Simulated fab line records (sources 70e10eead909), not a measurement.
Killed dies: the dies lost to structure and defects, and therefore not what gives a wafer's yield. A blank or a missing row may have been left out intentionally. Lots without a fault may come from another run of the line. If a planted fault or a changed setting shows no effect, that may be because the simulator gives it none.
Chamber matching | flow nandHarc | pecvd-02 running NHARC_A_SLIT_DEP_25: 3 sister chambers
The step deposits SiO2, target thk 200 nm. 6 wafers are shown with their chamber, then 9 later ones without.

== WAFERS, EACH WITH ITS CHAMBER ==
wafer  | chamber | heaterPowerW (W) | heaterPowerOuterW (W)
L081.5 | 0       | 540              | 290
L085.3 | 1       | 555              | 284
L085.4 | 1       | 541              | 292
L089.3 | 2       | 784              | 410
L089.4 | 0       | 613              | 336
L089.5 | 2       | 811              | 423

== WAFERS WITH NO CHAMBER GIVEN ==
wafer  | heaterPowerW (W) | heaterPowerOuterW (W)
L087.2 | 558              | 314
L087.3 | 639              | 290
L087.4 | 566              | 313
L091.2 | 696              | 343
L091.3 | 576              | 323
L091.4 | 591              | 338
L096.1 | 477              | 246
L096.3 | 532              | 260
L096.5 | 522              | 261

== THE CHAMBER EACH PASSED THROUGH ==
wafer  | from the rows above          | in truth
L087.2 | can't be placed: 0 or 1      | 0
L087.3 | can't be placed: 0 or 1      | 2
L087.4 | can't be placed: 0 or 1      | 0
L091.2 | can't be placed: 0 or 2 or 1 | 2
L091.3 | can't be placed: 0 or 1      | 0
L091.4 | can't be placed: 0 or 1      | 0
L096.1 | can't be placed: 1 or 0      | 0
L096.3 | can't be placed: 1 or 0      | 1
L096.5 | can't be placed: 1 or 0      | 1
Correctly placed: 0 of 9. Unplaceable from these rows: 9, with the true chamber sitting among the candidates in 8. Wrongly placed: 0.
How it was worked out, from the rows above alone: a wafer's distance from a chamber is the root of the sum, over the readings, of the square of ((its reading less the chamber's mean) divided by the reading's scatter). If the next closest chamber is less than 2 further off than the closest, the wafer can't be placed; otherwise it belongs to the closest. For every chamber, the mean is computed from those of its wafers that are shown. The scatter is the square root of a quotient: the sum, over the shown wafers, of each reading's squared deviation from its chamber's mean, divided by wafers minus chambers.
